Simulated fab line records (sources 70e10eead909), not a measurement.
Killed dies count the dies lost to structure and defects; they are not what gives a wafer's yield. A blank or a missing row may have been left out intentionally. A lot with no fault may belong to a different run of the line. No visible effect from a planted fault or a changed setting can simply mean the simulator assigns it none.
fab line records | flow nandHarc
[record] lots = 14 wafers = 42 lastDay = 24
route steps=1159 shown P_M0@266 P_M1@295
lots that met no fault: from a run of the same line without faults
startH: the number of hours between the record's first day and the start of the first shown wafer of the lot | waitH: hours elapsed since this lot's preceding step | " same as the row above | L1.1+2: a single row standing in for several wafers | - no value, or no start was given | * or withheld: withheld | < > ~ a bound
route shown NAME@n: a module of which the file shows steps, and the number in the route of the first | usual: mean/standard deviation taken from wafers without a fault | same: alike in all rows | chamber/n: place in a boat | sites: each site's reading | _std_site: how widely they spread, as a standard deviation | _edge_site: outer sites' mean less inner sites' | radiusMm: how far each site lies from the wafer's centre | mask NAME#n: copy n | behind: the most recent tool/chamber to have shaped the wafer | hold: the reason the lot was held/the length of the hold in hours/how it ended | device: which transistor (n, p or np) failed to switch | end of line: the route-end tests of the same wafers | a step with no rows: only its recipe | killed: at the first sort, the dies lost to defects and structure; wafer yield is something else | map: a wafer's dies, marking killed ones x, the rest . and places with no die _
set.NAME: the setting that was run; set.NAME@STEP: the one run at that earlier step | model.NAME: the simulator's own value behind a step, which no gauge read
the route's steps for a sample of lots (tables are steps, rows are wafers)
services: from which hour (startH, from the record's first day; less than 0 if before it) a tool's chamber was out of use, for how many hours, and why
[[steps]]
[step NHARC_P_M0_DESCUM_14]
[recipe] timeS = 3 o2FlowSccm = 200 arFlowSccm = 0 biasPowerW = 0 chemistry = O2
[usual] drypumpMotorCurrentA = 5.7/0.49 oesProductAu = 0.997/0.0075 rfVppV = 57.9/0.94 showerheadPlenumPTorr = 1.94/0.083 throttleValvePct = 11.312/0.0086
// columns lot.wafer tool chamber startH waitH drypumpMotorCurrentA oesProductAu rfHoursCounterH rfVppV showerheadPlenumPTorr throttleValvePct
L865.2 rieDiel-02 1 119.11 0.1 6.1 1.002 9 58.0 1.82 11.306
L865.3 " 0 " " 5.5 1.016 10 59.0 1.80 11.306
L865.6 " 1 " " 6.1 1.000 - 55.2 1.82 11.324
L866.4 rieDiel-06 3 131.68 0.1 5.0 0.992 5 59.4 1.94 11.312
L866.3 " 0 " " 5.9 0.983 4 57.8 1.99 11.321
L866.5 " 3 " " 5.0 1.002 - 58.6 1.94 11.299
L868.3 rieDiel-02 1 144.46 0.1 6.1 1.001 12 55.4 1.82 11.322
L868.6 " 0 " " 5.5 1.012 - 57.3 1.80 11.328
L868.5 " 1 " " 6.0 1.003 - 57.5 1.82 11.307
L871.1 rieDiel-02 2 145.41 0.1 6.1 0.999 12 58.1 1.94 11.313
L871.6 " 0 " " 5.5 0.993 - 57.6 1.80 11.324
L871.5 " 1 " " 6.1 1.013 - 58.7 1.82 11.319
L870.2 rieDiel-13 1 146.27 0.1 6.8 1.005 3 57.1 1.98 11.311
L870.3 " 3 " " 6.5 1.002 2 58.2 1.99 11.302
L870.6 " 1 " " 6.8 1.012 - 57.6 1.98 11.327
L875.1 rieDiel-02 2 180.76 0.1 6.1 1.008 2 58.1 1.94 11.330
L875.6 " 3 " " 5.5 0.990 - 57.9 1.87 11.301
L875.5 " 0 " " 5.5 0.995 - 56.9 1.80 11.303
L876.1 rieDiel-06 2 193.13 0.1 5.6 1.006 8 58.7 2.06 11.305
L876.5 " 2 " " 5.6 1.001 - 58.8 2.06 11.309
L876.6 " 3 " " 5.0 0.989 - 58.0 1.94 11.311
L880.2 rieDiel-06 0 209.69 0.1 5.9 0.980 9 56.5 1.98 11.325
L880.3 " 3 " " 5.0 0.987 10 59.3 1.94 11.306
L880.5 " 1 " " 6.1 1.000 - 59.0 2.00 11.313
L881.3 rieDiel-06 3 217.12 0.1 5.0 0.989 10 59.0 1.94 11.309
L881.1 " 0 " " 5.9 0.987 10 58.1 1.98 11.333
L881.5 " 0 " " 5.9 0.992 - 57.9 1.98 11.326
L884.3 rieDiel-06 0 223.23 0.1 6.0 0.981 10 58.7 1.98 11.299
L884.2 " 1 " " 6.2 0.994 10 58.2 2.00 11.308
L884.6 " 0 " " 6.0 0.982 - 58.3 1.98 11.321
L885.3 rieDiel-02 2 235.10 0.1 6.0 1.007 5 57.3 1.94 11.314
L885.1 " 3 " " 5.5 1.010 6 58.4 1.87 11.314
L885.5 " 3 " " 5.5 1.001 - 58.3 1.87 11.312
L886.3 rieDiel-13 2 241.03 0.1 5.2 0.994 9 59.3 2.00 11.305
L886.5 " 3 " " 6.5 0.994 - 58.3 1.99 11.297
L886.6 " 0 " " 4.8 1.007 - 58.1 1.84 11.303
L887.1 rieDiel-13 2 241.62 0.1 5.2 1.002 9 58.7 2.00 11.297
L887.2 " 3 " " 6.5 0.991 9 58.6 1.98 11.312
L887.3 " 0 " " 4.8 0.999 10 58.1 1.84 11.306
L888.2 rieDiel-06 0 258.38 0.1 6.0 0.993 0 57.2 1.98 11.312
L888.3 " 2 " " 5.6 0.999 0 58.7 2.06 11.310
L888.5 " 3 " " 5.0 0.988 - 57.0 1.94 11.315
[step NHARC_P_M1_CD_MEAS_09]
[recipe] targetCdNm = 130 landingEnergyEv = 500
[usual] cdNm = 130.0/0.52
// columns lot.wafer tool chamber startH waitH cdNm
L865.2 cdSem-03 0 122.96 - 130.1
L865.3 " 0 " " 129.9
L865.6 " 0 " " 129.9
L866.3 cdSem-02 0 135.74 - 129.5
L866.4 " 0 " " 129.4
L866.5 " 0 " " 130.1
L868.3 cdSem-03 0 148.39 - 130.6
L868.5 " 0 " " 130.3
L868.6 " 0 " " 129.8
L871.1 cdSem-03 0 149.39 - 129.9
L871.5 " 0 " " 129.6
L871.6 " 0 " " 129.1
L870.2 cdSem-03 0 150.13 - 129.7
L870.3 " 0 " " 129.7
L870.6 " 0 " " 129.7
L875.1 cdSem-01 0 184.71 - 130.1
L875.5 " 0 " " 130.0
L875.6 " 0 " " 130.1
L876.1 cdSem-01 0 198.38 - 130.4
L876.5 " 0 " " 130.5
L876.6 " 0 " " 129.9
L880.2 cdSem-01 0 213.90 - 129.4
L880.3 " 0 " " 130.0
L880.5 " 0 " " 129.9
L881.1 cdSem-03 0 220.88 - 129.3
L881.3 " 0 " " 130.3
L881.5 " 0 " " 130.2
L884.2 cdSem-01 0 227.11 - 129.5
L884.3 " 0 " " 129.5
L884.6 " 0 " " 129.8
L885.1 cdSem-02 0 239.14 - 129.1
L885.3 " 0 " " 129.3
L885.5 " 0 " " 129.8
L886.3 cdSem-01 0 244.84 - 130.1
L886.5 " 0 " " 130.2
L886.6 " 0 " " 130.3
L887.1 cdSem-03 0 245.84 - 129.6
L887.2 " 0 " " 130.2
L887.3 " 0 " " 129.3
L888.2 cdSem-03 0 262.31 - 129.4
L888.3 " 0 " " 129.9
L888.5 " 0 " " 129.9
[step NHARC_P_M1_OVL_MEAS_10]
[recipe] pitchNm = 260
[usual] overlayXNm = 0.0/0.96 overlayYNm = -0.2/0.66
// columns lot.wafer tool chamber startH waitH overlayXNm overlayYNm
L865.2 overlay-02 - 123.05 - -1.3 -0.6
L865.3 " - " " -1.4 -0.2
L865.6 " - " " -1.5 -0.2
L866.3 overlay-02 - 135.82 - -0.6 -0.3
L866.4 " - " " -0.7 -0.9
L866.5 " - " " -0.7 -0.3
L868.3 overlay-01 - 148.48 - -0.3 0.1
L868.5 " - " " -0.5 0.1
L868.6 " - " " -0.5 0.6
L871.1 overlay-01 - 149.48 - -2.1 -1.2
L871.5 " - " " -1.9 -1.1
L871.6 " - " " -2.1 -1.1
L870.2 overlay-02 - 150.22 - 0.8 -1.5
L870.3 " - " " 1.1 -0.7
L870.6 " - " " 1.1 -1.0
L875.1 overlay-01 - 184.80 - 0.1 -0.9
L875.5 " - " " 0.2 -0.8
L875.6 " - " " 0.9 -1.3
L876.1 overlay-02 - 198.47 - 1.7 0.5
L876.5 " - " " 0.9 0.2
L876.6 " - " " 1.3 0.2
L880.2 overlay-01 - 213.98 - -0.4 -0.6
L880.3 " - " " -0.4 -0.1
L880.5 " - " " -0.1 -0.1
L881.1 overlay-01 - 220.97 - 1.1 -0.5
L881.3 " - " " 0.4 -0.7
L881.5 " - " " 1.5 -0.2
L884.2 overlay-02 - 227.19 - 0.2 -0.7
L884.3 " - " " 0.0 -1.5
L884.6 " - " " 1.0 -0.8
L885.1 overlay-02 - 239.23 - -0.8 1.2
L885.3 " - " " -1.2 1.4
L885.5 " - " " -1.1 1.5
L886.3 overlay-02 - 244.92 - -0.1 -0.3
L886.5 " - " " -0.5 -0.3
L886.6 " - " " 0.0 -0.2
L887.1 overlay-02 - 245.93 - -0.9 0.8
L887.2 " - " " -0.8 0.6
L887.3 " - " " -0.4 0.8
L888.2 overlay-02 - 262.39 - -1.4 -0.8
L888.3 " - " " -1.1 -0.3
L888.5 " - " " -1.0 -0.3
[step NHARC_P_M1_PVD_20]
[recipe] targetThkA = 50 biasV = 168.6 powerW = 15000 chamberPressurePa = 0.12 timeS = 8.06 substrateTempC = 50 material = TaN
[usual] biasV = 168.6/1.6 cathodeDcPowerW = 15000/2.7 throttleValvePct = 29.8/0.85
// columns lot.wafer tool chamber startH waitH biasV cathodeDcPowerW throttleValvePct
L865.2 pvdSputter-01 - 124.30 - 169.6 15001 28.6
L865.3 " - " " 169.3 15002 30.8
L865.6 " - " " 168.5 14998 28.4
L866.4 pvdSputter-03 - 137.13 - 168.0 15001 29.3
L866.3 " - " " 168.0 15002 29.0
L866.5 " - " " 168.0 15000 29.8
L868.3 pvdSputter-01 - 149.75 - 168.4 15002 30.9
L868.6 " - " " 171.2 14999 29.5
L868.5 " - " " 168.6 15003 28.7
L871.1 pvdSputter-02 - 150.75 - 167.5 14998 29.8
L871.6 " - " " 165.4 15005 29.2
L871.5 " - " " 169.1 15003 29.8
L870.2 pvdSputter-03 - 151.45 - 169.2 14997 29.0
L870.3 " - " " 169.1 15005 30.5
L870.6 " - " " 171.1 15001 29.1
L875.1 pvdSputter-01 - 186.10 - 166.5 15001 31.0
L875.6 " - " " 167.9 14996 28.6
L875.5 " - " " 170.8 15001 30.2
L876.1 pvdSputter-01 - 199.82 - 170.4 15002 29.3
L876.5 " - " " 167.4 15000 29.4
L876.6 " - " " 171.5 14998 28.3
L880.2 pvdSputter-03 - 215.26 - 167.5 14997 29.3
L880.3 " - " " 170.1 15001 28.9
L880.5 " - " " 168.6 15001 29.2
L881.3 pvdSputter-03 - 222.20 - - - -
L881.1 " - " " - - -
L881.5 " - " " - - -
L884.2 pvdSputter-03 - 228.42 - - - -
L884.3 " - " " - - -
L884.6 " - " " - - -
L885.3 pvdSputter-01 - 240.47 - 166.6 15003 30.1
L885.1 " - " " 167.1 15004 29.3
L885.5 " - " " 169.2 14997 28.5
L886.3 pvdSputter-01 - 246.19 - 170.5 15004 31.1
L886.5 " - " " 167.7 15003 28.2
L886.6 " - " " 167.9 14996 30.2
L887.2 pvdSputter-03 - 247.17 - 167.7 15002 29.0
L887.3 " - " " 167.9 14998 30.1
L887.1 " - " " 168.5 15004 29.2
L888.3 pvdSputter-01 - 263.67 - 168.4 15001 29.3
L888.2 " - " " 169.6 15001 28.4
L888.5 " - " " 168.7 14999 30.2
[[services]]
// columns tool chamber startH hours kind
rieDiel-06 0 97.71 - clean
rieDiel-06 1 97.71 - clean
rieDiel-06 2 97.71 - clean
rieDiel-06 3 97.71 - clean
rieDiel-13 - 99.00 9.0 pm
pvdSputter-03 - 102.00 10.0 pm
rieDiel-06 0 122.21 - clean
rieDiel-06 1 122.21 - clean
rieDiel-06 2 122.21 - clean
rieDiel-06 3 122.21 - clean
pvdSputter-02 - 129.72 3.8 repair
rieDiel-06 3 140.28 4.9 repair
rieDiel-06 0 146.71 - clean
rieDiel-06 1 146.71 - clean
rieDiel-06 2 146.71 - clean
rieDiel-02 - 150.70 9.0 pm
pvdSputter-01 - 158.00 10.0 pm
rieDiel-02 - 172.14 0.6 repair
rieDiel-13 2 194.24 4.3 repair
pvdSputter-03 - 202.88 5.0 repair
pvdSputter-02 - 214.04 10.0 pm
rieDiel-06 - 241.20 9.0 pm
rieDiel-02 - 244.49 1.0 repair
rieDiel-13 1 262.52 1.6 repair
[[key]]
[firstSign] step = NHARC_P_M1_PVD_20 reading = toolRecord direction = missing
effect none on later readings
metAt NHARC_P_M1_PVD_20
struckLots L881,L884
laterRowsLeftOut L881.1,L881.3,L881.5,L884.2,L884.3,L884.6
sortLeftOut L881.1,L881.3,L881.5,L884.2,L884.3,L884.6
notActingAt NHARC_P_M0_DESCUM_14,NHARC_P_M1_CD_MEAS_09,NHARC_P_M1_OVL_MEAS_10
onsetBetween 215.26 222.20
[fault] kind = skippedStepWhole tool = pvdSputter-03 chamber = - onsetH = 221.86 steps = NHARC_P_M1_PVD_20 scope = struckLotsOnly
// sortLeftOut: the simulated sort isn't trusted on such a fault, so these wafers' sort isn't shown, and their yield isn't known
// laterRowsLeftOut: the simulator's readings of these wafers behind a module that went badly wrong aren't trusted and aren't shown, but for the sort
